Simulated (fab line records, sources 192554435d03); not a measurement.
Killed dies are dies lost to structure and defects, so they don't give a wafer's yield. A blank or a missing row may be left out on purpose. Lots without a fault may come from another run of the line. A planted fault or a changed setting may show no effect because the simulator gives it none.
Chamber matching | flow n5_finfet | N5_BEOL_M13_ETCH_67 on rie_diel-01: 4 sister chambers
The step etches SiARC in CF4, target depth 143 nm, time 238.3 s. 14 wafers are shown with their chamber, then 7 later ones without.

WAFERS WITH THEIR CHAMBER
wafer  | chamber | showerhead_plenum_p_Torr (Torr) | throttle_valve_pct (%) | oes_product_au (a.u.)
L079.1 | 3       | 2.21                            | 15.89                  | 0.60
L079.3 | 1       | 2.11                            | 15.92                  | 0.58
L079.4 | 0       | 2.03                            | 15.77                  | 0.59
L083.1 | 2       | 2.08                            | 15.38                  | 0.75
L083.4 | 0       | 2.02                            | 15.77                  | 0.58
L083.6 | 0       | 2.03                            | 15.78                  | 0.59
L086.1 | 2       | 2.08                            | 15.38                  | 0.74
L086.2 | 0       | 2.02                            | 15.78                  | 0.59
L086.4 | 3       | 2.20                            | 15.91                  | 0.59
L087.1 | 0       | 2.02                            | 15.81                  | 0.58
L087.3 | 3       | 2.20                            | 15.94                  | 0.59
L087.6 | 2       | 2.08                            | 15.41                  | 0.73
L089.1 | 3       | 2.20                            | 15.95                  | 0.58
L089.2 | 2       | 2.07                            | 15.44                  | 0.71

SIGNATURES (means of the wafers above)
reading                  | chamber 0 | chamber 1 | chamber 2 | chamber 3 | scatter within a chamber
showerhead_plenum_p_Torr | 2.0240    | 2.1100    | 2.0775    | 2.2025    | 0.0052
throttle_valve_pct       | 15.7820   | 15.9200   | 15.4025   | 15.9225   | 0.0241
oes_product_au           | 0.5860    | 0.5800    | 0.7325    | 0.5900    | 0.0109
Rule: a wafer's distance from a chamber is the root of the sum, over the readings, of the square of ((its reading less the chamber's mean) divided by the reading's scatter). The wafer belongs to the nearest chamber; if the next one is less than 2 further off, it can't be placed. The scatter: the root of (the sum of the squares of (reading less its chamber's mean) over the shown wafers, divided by (wafers less chambers)).

WAFERS WITHOUT THEIR CHAMBER
wafer  | showerhead_plenum_p_Torr (Torr) | throttle_valve_pct (%) | oes_product_au (a.u.)
L089.4 | 2.10                            | 15.45                  | 0.79
L093.4 | 2.10                            | 15.45                  | 0.79
L093.5 | 2.07                            | 15.44                  | 0.72
L093.6 | 2.28                            | 15.25                  | 0.80
L097.1 | 2.19                            | 15.48                  | 0.83
L097.3 | 2.07                            | 15.47                  | 0.71
L097.5 | 2.19                            | 15.48                  | 0.84

WHICH CHAMBER EACH WENT THROUGH
wafer  | from the rows above | in truth
L089.4 | 2                   | 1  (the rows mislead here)
L093.4 | 2                   | 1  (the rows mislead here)
L093.5 | 2                   | 2
L093.6 | 3                   | 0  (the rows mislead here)
L097.1 | 2                   | 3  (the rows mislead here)
L097.3 | 2                   | 2
L097.5 | 2                   | 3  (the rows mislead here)
Placed correctly: 2 of 7. Can't be placed from these rows: 0. Placed wrongly: 5.
